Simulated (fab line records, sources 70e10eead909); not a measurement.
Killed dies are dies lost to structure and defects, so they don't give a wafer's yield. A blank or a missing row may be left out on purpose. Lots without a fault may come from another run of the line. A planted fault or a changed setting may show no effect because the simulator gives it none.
fab line records | flow nand_harc
record lots=13 wafers=38 last_day=24
route steps=1159 shown A_WL_FILL@809 END@1159
lots that met no fault: from a run of the same line without faults
start_h: hours from the record's first day to the start of the lot's first wafer shown | wait_h: hours since the lot's step before | " the same as in the row above | L1.1+2: a row that stands for several wafers | - no value, or no start given | * or withheld: withheld | < > ~ a bound
route shown NAME@n: a module of which the file shows steps, and the number in the route of the first | usual: mean/standard deviation of fault-free wafers | same: alike in all rows | chamber/n: place in a boat | sites: the reading at each site | _std_site: their standard deviation | _edge_site: outer sites' mean less inner sites' | radius_mm: how far each site lies from the wafer's centre | mask NAME#n: copy n | behind: the tool/chamber that last shaped the wafer | hold: why the lot was held/for how many hours/how that ended | device: the transistor (n, p or np) that didn't switch | end of line: the same wafers' tests at the end of the route | a step without rows: its recipe alone | killed: dies lost to structure and defects at the first sort, not the wafer's yield | map: a wafer's dies, x killed, . not, _ none there
set.NAME: the setting as run; set.NAME@STEP: as run at that earlier step | model.NAME: the simulator's own value behind a step, which no gauge read
steps of the route over a sample of lots; a table a step, a row a wafer
services: from which hour (start_h, from the record's first day; less than 0 if before it) a tool's chamber was out of use, for how many hours, and why
## steps
# step NHARC_A_WL_FILL_ALD_00
# recipe target_thk_a=30 pulse_time_s=3 ald_cycles=30 temp_c=300 material=Al2O3
# usual heater_power_w=446/48 precursor_pulse_height_rel=0.999/0.02
# same pulse_time_s=3
# columns lot.wafer tool chamber start_h wait_h heater_power_w precursor_pulse_height_rel
L202.4 ald_hk-01 3 325.43 0.1 405 0.992
L202.3 " 0 " " 549 0.969
L202.1 " 1 " " 450 0.976
L204.2 ald_hk-01 3 329.26 0.1 410 0.990
L204.1 " 0 " " 553 1.014
L204.6 " 1 " " 446 1.041
L203.4 ald_hk-01 1 329.39 0.3 448 0.996
L203.3 " 3 " " 392 0.985
L203.5 " 1 " " 445 1.012
L206.3 ald_hk-04 2 342.35 0.1 409 0.998
L206.1 " 1 " " 401 0.987
L206.6 " 2 " " 400 0.995
L209.2 ald_hk-04 3 360.89 0.1 471 1.026
L209.3 " 0 " " 450 1.010
L209.4 " 1 " " 401 0.970
L208.4 ald_hk-01 1 360.93 0.1 457 0.974
L208.1 " 3 " " 409 1.016
L208.5 " 1 " " 445 1.027
L211.2 ald_hk-01 0 383.01 0.1 532 0.990
L211.1 " 1 " " 454 1.028
L211.5 " 0 " " 544 1.034
L210.2 ald_hk-04 3 383.09 0.1 457 1.016
L210.1 " 0 " " 440 0.978
L210.4 " 2 " " 422 0.982
L212.4 ald_hk-03 2 392.35 1.1 505 0.993
L212.3 " 0 " " 456 1.008
L212.5 " 2 " " 498 1.008
L215.2 ald_hk-04 2 399.64 0.1 426 0.997
L215.3 " 3 " " 459 1.043
L215.5 " 0 " " 444 0.989
L217.1 ald_hk-03 3 410.84 0.1 361 1.003
L217.5 " 3 " " 369 1.002
L225.1 ald_hk-04 2 463.77 0.1 428 1.025
L225.2 " 3 " " 455 0.987
L225.5 " 3 " " 469 0.963
L222.2 ald_hk-04 2 464.32 0.6 429 0.988
L222.4 " 3 " " 459 0.991
L222.6 " 1 " " 393 0.991
# step NHARC_A_WL_FILL_ETCHBACK_17
# recipe target_depth_a=40 time_s=26.7 chemistry=Cl2/BCl3
# usual drypump_motor_current_A=5.8/0.31 he_backside_leak_sccm=3.3/0.33 oes_product_au=1.001/0.011 run_length_s=47.8/0.45
# columns lot.wafer tool chamber start_h wait_h drypump_motor_current_A he_backside_leak_sccm oes_product_au rf_hours_counter_h run_length_s
L204.2 rie_metal-02 0 342.40 - 5.6 3.7 0.989 3.0 48.3
L204.1 " 1 " " 5.8 3.0 0.991 2.8 48.3
L204.6 " 0 " " 5.6 3.7 0.992 - 48.6
L202.1 rie_metal-03 1 342.43 - 5.8 3.4 1.018 2.3 48.1
L202.3 " 1 " " 5.8 3.2 1.017 - 48.1
L202.4 " 1 " " 5.8 3.2 1.010 - 47.8
L203.3 rie_metal-01 1 345.63 - 6.0 3.1 1.009 - 47.4
L203.4 " 0 " " 5.2 3.5 1.003 - 47.9
L203.5 " 0 " " 5.2 3.4 1.004 - 47.9
L206.1 rie_metal-03 1 357.48 - 5.8 3.3 1.019 2.9 47.7
L206.3 " 1 " " 5.7 3.5 1.008 - 48.0
L206.6 " 0 " " 6.1 3.1 0.996 - 47.0
L208.1 rie_metal-03 0 378.85 - 6.1 3.0 0.984 1.2 47.1
L208.4 " 1 " " 5.8 3.3 1.005 - 47.6
L208.5 " 0 " " 6.1 3.3 0.985 - 47.9
L209.2 rie_metal-02 0 382.37 - 5.6 3.8 0.985 3.7 48.5
L209.3 " 0 " " 5.6 3.4 0.983 - 48.4
L209.4 " 1 " " 5.8 3.4 0.996 - 48.6
L210.1 rie_metal-02 0 398.77 - 5.7 3.5 0.981 0 48.8
L210.2 " 1 " " 5.8 3.1 0.981 0 47.6
L210.4 " 0 " " 5.6 3.8 0.995 - 48.5
L211.2 rie_metal-01 0 398.78 - 5.2 3.3 0.996 1.8 47.9
L211.1 " 1 " " 6.0 3.1 1.007 1.8 47.3
L211.5 " 0 " " 5.2 3.3 0.999 - 48.0
L212.4 rie_metal-03 0 413.17 - 6.1 3.4 0.989 - 47.6
L212.3 " 1 " " 5.8 3.2 1.012 - 47.8
L212.5 " 1 " " 5.8 3.3 1.004 - 47.9
L215.2 rie_metal-02 1 417.80 - 5.8 3.0 0.986 0.7 48.0
L215.3 " 0 " " 5.6 3.1 0.984 - 48.7
L215.5 " 1 " " 5.8 3.3 0.992 - 48.2
L217.1 rie_metal-03 1 429.83 - 5.8 3.2 1.016 5.4 33.0
L217.5 " 1 " " 5.7 3.4 1.021 - 33.6
L225.1 rie_metal-01 1 478.46 - 6.0 3.3 1.006 4.2 47.1
L225.2 " 0 " " 5.2 3.3 0.998 4.2 48.3
L225.5 " 1 " " 6.1 3.2 1.008 - 47.1
L222.2 rie_metal-01 0 481.75 - 5.2 3.6 1.004 4.3 47.9
L222.4 " 1 " " 6.1 3.2 1.002 - 47.2
L222.6 " 1 " " 6.1 3.2 1.015 - 47.6
# step NHARC_A_WL_FILL_ALD_19
# recipe target_thk_a=20 pulse_time_s=3 ald_cycles=100 temp_c=450 material=TiN
# usual heater_power_w=1084/150 precursor_pulse_height_rel=1.000/0.021
# same pulse_time_s=3
# columns lot.wafer tool chamber start_h wait_h heater_power_w precursor_pulse_height_rel
L204.2 ald_metal-03 1 347.95 0.1 1165 1.011
L204.1 " 0 " " 1221 1.026
L204.6 " 2 " " 969 0.996
L202.3 ald_metal-01 0 347.95 0.1 1014 0.983
L202.4 " 2 " " 1059 0.970
L202.1 " 3 " " 1113 1.013
L203.3 ald_metal-02 2 350.92 0.1 1266 0.977
L203.4 " 0 " " 1121 1.014
L203.5 " 2 " " 1276 1.015
L206.3 ald_metal-03 3 362.81 0.1 797 1.006
L206.1 " 0 " " 1221 0.988
L206.6 " 3 " " 786 0.999
L208.4 ald_metal-03 3 384.31 0.1 802 0.966
L208.1 " 1 " " 1144 1.023
L208.5 " 2 " " 985 1.019
L209.2 ald_metal-03 3 387.71 0.1 791 0.996
L209.3 " 0 " " 1228 0.966
L209.4 " 2 " " 954 0.989
L211.2 ald_metal-01 1 404.06 0.1 992 1.011
L211.1 " 2 " " 1034 0.985
L211.5 " 2 " " 1045 1.011
L210.2 ald_metal-02 3 404.07 0.1 1002 0.947
L210.1 " 0 " " 1137 0.968
L210.4 " 1 " " 1227 1.003
L212.4 ald_metal-02 1 418.55 0.1 1225 0.995
L212.3 " 3 " " 980 0.975
L212.5 " 2 " " 1309 1.036
L215.2 ald_metal-03 0 423.49 0.1 1230 0.994
L215.3 " 2 " " 969 1.019
L215.5 " 0 " " 1215 0.990
L217.1 ald_metal-02 1 435.23 0.1 1243 1.021
L217.5 " 0 " " 1168 1.023
L225.1 ald_metal-03 0 483.74 0.1 1235 0.988
L225.2 " 2 " " 968 0.949
L225.5 " 0 " " 1266 0.952
L222.4 ald_metal-03 1 487.14 0.1 1163 1.013
L222.2 " 2 " " 983 0.962
L222.6 " 2 " " 957 0.973
# step NHARC_A_WL_FILL_CMP_12
# recipe t_overpolish_s=30 target_thk_nm=75
# usual edge_zone_pressure_frac=1.000/0.0049 motor_current_A=11.9/1.1 overpolish_run_s=30.001/0.011 time_to_endpoint_s=14.7/2
# columns lot.wafer tool chamber start_h wait_h edge_zone_pressure_frac motor_current_A overpolish_run_s time_to_endpoint_s
L204.2 cmp-03 3 356.15 4.3 1.000 12.0 30.001 13.7
L204.1 " 1 " " 1.003 11.1 29.997 17.4
L204.6 " 2 " " 0.999 13.5 29.999 14.9
L202.3 cmp-01 2 360.18 2.9 0.999 11.5 30.010 13.5
L202.4 " 0 " " 0.993 12.4 30.001 15.5
L202.1 " 1 " " 0.992 12.9 29.989 19.9
L203.4 cmp-03 1 360.91 2.9 0.997 10.5 30.009 12.8
L203.3 " 0 " " 1.000 10.6 29.990 14.7
L203.5 " 2 " " 0.995 13.6 29.992 14.4
L206.1 cmp-01 3 372.74 3.6 0.996 11.9 30.001 12.2
L206.3 " 1 " " 0.996 12.2 30.000 16.2
L206.6 " 2 " " 0.992 11.8 30.015 13.7
L208.1 cmp-01 0 395.17 3.7 1.000 11.7 29.997 12.0
L208.4 " 2 " " 1.000 11.2 29.988 13.8
L208.5 " 0 " " 1.008 12.6 30.002 14.5
L209.3 cmp-01 0 401.67 2.9 0.992 12.2 30.006 14.7
L209.2 " 1 " " 1.005 12.4 29.997 18.1
L209.4 " 2 " " 0.997 11.0 29.998 15.7
L210.4 cmp-03 2 411.61 2.9 0.998 13.9 30.013 14.4
L210.2 " 3 " " 0.993 11.9 29.972 13.6
L210.1 " 1 " " 1.003 10.8 30.000 15.7
L211.1 cmp-01 0 411.86 4.3 0.999 12.7 30.006 13.7
L211.2 " 1 " " 1.001 12.6 29.987 16.7
L211.5 " 1 " " 1.005 12.1 30.007 14.0
L212.3 cmp-03 0 423.87 2.2 0.997 11.0 30.004 13.2
L212.4 " 1 " " 0.998 10.6 29.993 15.7
L212.5 " 2 " " 0.994 13.3 29.991 14.1
L215.2 cmp-04 3 428.76 4.4 0.996 10.5 29.994 15.1
L215.3 " 1 " " 1.000 11.5 30.023 17.7
L215.5 " 3 " " 1.000 10.1 30.021 15.2
L217.1 cmp-03 1 444.86 4.3 1.009 10.5 29.992 17.4
L217.5 " 1 " " 0.998 10.2 30.022 19.4
L225.1 cmp-03 0 496.83 3.6 1.003 11.1 30.017 16.2
L225.2 " 1 " " 0.994 10.6 30.001 17.9
L225.5 " 1 " " 0.997 10.8 29.992 16.5
L222.4 cmp-01 1 501.22 2.2 0.994 11.9 30.008 17.9
L222.2 " 3 " " 1.007 11.6 30.001 12.5
L222.6 " 0 " " 1.002 11.9 30.004 14.8
# step NHARC_END_SORT_01
# recipe temp_c=25
# usual killed_at_array=27/11 killed_at_other=0.6/0.89 killed_at_periphery=3.0/2.4 killed_dies=31/12 killed_open=3.2/1.6 killed_short=2.0/1.5
# same gross_dies=677
# columns lot.wafer tool chamber start_h wait_h killed_at_array killed_at_other killed_at_periphery killed_dies killed_open killed_short
L217.1 prober-02 0 516.91 2.5 30 0 2 32 3 2
L217.5 prober-02 0 520.15 3.7 24 1 1 26 3 2
L222.2 prober-02 0 576.53 2.8 46 0 5 51 3 2
L222.4 prober-02 0 578.13 3.4 51 0 2 53 4 4
L222.6 prober-02 0 579.72 4.0 39 0 2 41 4 2
# killed by level:class
L217.1 A_CHANNEL_HOLE_D1:chamber_film_flake=15 A_CONTACT:chamber_film_flake=6 A_BLC:geometric_particle:open=2 A_STAIRCASE:chamber_film_flake=2 A_WL_FILL:chamber_film_flake=2 P_GATE:geometric_particle:short=1 A_CHANNEL_FILL_D1:geometric_particle:short=1 A_CONTACT:geometric_particle:open=1
L217.5 A_CHANNEL_HOLE_D1:chamber_film_flake=15 A_ONON_D1:geometric_particle:open=2 A_STAIRCASE:chamber_film_flake=2 A_CONTACT:chamber_film_flake=2 P_GATE:geometric_particle:open=1 A_WL_FILL:geometric_particle:short=1 A_M0:geometric_particle:short=1 A_ZERO_WELL:chamber_film_flake=1
L222.2 A_CHANNEL_HOLE_D1:chamber_film_flake=20 A_SLIT:chamber_film_flake=16 P_STI:chamber_film_flake=2 A_ZERO_WELL:chamber_film_flake=2 A_STAIRCASE:chamber_film_flake=2 A_CONTACT:chamber_film_flake=2 P_CONTACT:geometric_particle:open=1 A_ONON_D1:geometric_particle:short=1
L222.4 A_CHANNEL_HOLE_D1:chamber_film_flake=21 A_SLIT:chamber_film_flake=11 A_CONTACT:chamber_film_flake=10 A_SOURCE_PLATE:geometric_particle:short=2 A_CONTACT:geometric_particle:open=2 P_M0:geometric_particle:open=1 P_M2:geometric_particle:open=1 A_CHANNEL_FILL_D1:geometric_particle:short=1
L222.6 A_CHANNEL_HOLE_D1:chamber_film_flake=14 A_SLIT:chamber_film_flake=14 A_CONTACT:chamber_film_flake=5 A_CHANNEL_FILL_D1:geometric_particle:open=2 A_ZERO_WELL:chamber_film_flake=2 P_CONTACT:geometric_particle:open=1 P_M2:geometric_particle:short=1 A_CHANNEL_FILL_D1:geometric_particle:short=1
## services
# columns tool chamber start_h hours kind
ald_hk-01 - 310.80 1.5 repair
ald_metal-01 - 311.12 1.8 repair
ald_metal-03 - 322.00 10.0 pm
ald_metal-01 2 330.34 4.8 repair
cmp-01 - 330.72 6.4 repair
rie_metal-01 - 332.00 9.0 pm
ald_metal-03 - 341.44 2.8 repair
cmp-01 - 346.05 1.5 repair
cmp-03 - 352.11 4.0 pm
rie_metal-02 0 357.85 21.3 repair
ald_hk-04 - 364.00 10.0 pm
ald_metal-02 - 364.00 10.0 pm
cmp-01 - 375.63 4.0 pm
ald_metal-02 3 380.88 19.0 repair
ald_metal-01 - 382.66 17.7 repair
rie_metal-02 - 388.00 9.0 pm
ald_metal-03 2 437.53 2.8 repair
ald_hk-04 - 439.23 0.6 repair
cmp-03 - 450.28 4.0 pm
rie_metal-03 - 453.00 9.0 pm
ald_metal-03 0 454.11 28.8 repair
cmp-01 - 458.87 0.5 repair
cmp-01 - 473.63 4.0 pm
ald_metal-03 - 500.00 10.0 pm
## key
first_sign step=NHARC_A_WL_FILL_ETCHBACK_17 reading=run_length_s direction=down sigmas=33 usual=* struck=*
effect none on later readings
met_at NHARC_A_WL_FILL_ETCHBACK_17
struck_lots L217
struck_wafers L217.1,L217.5
tester_left_out L217
not_acting_at NHARC_A_WL_FILL_ALD_00,NHARC_A_WL_FILL_ALD_19,NHARC_A_WL_FILL_CMP_12
onset_between 413.17 429.83
fault kind=process_parameter_drift tool=rie_metal-03 chamber=- onset_h=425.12 steps=NHARC_A_WL_FILL_ETCHBACK_17 channel=time_s offset=* shape=step end_h=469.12 scope=struck_wafers_only acts_in=* stated=*
# tester_left_out: of these lots the tester's yield and bins aren't shown, on N5 and GAA mostly nor the transistor test; their killed dies are dies lost to structure and defects alone, not to doping, threshold or leakage, so they don't give the yield
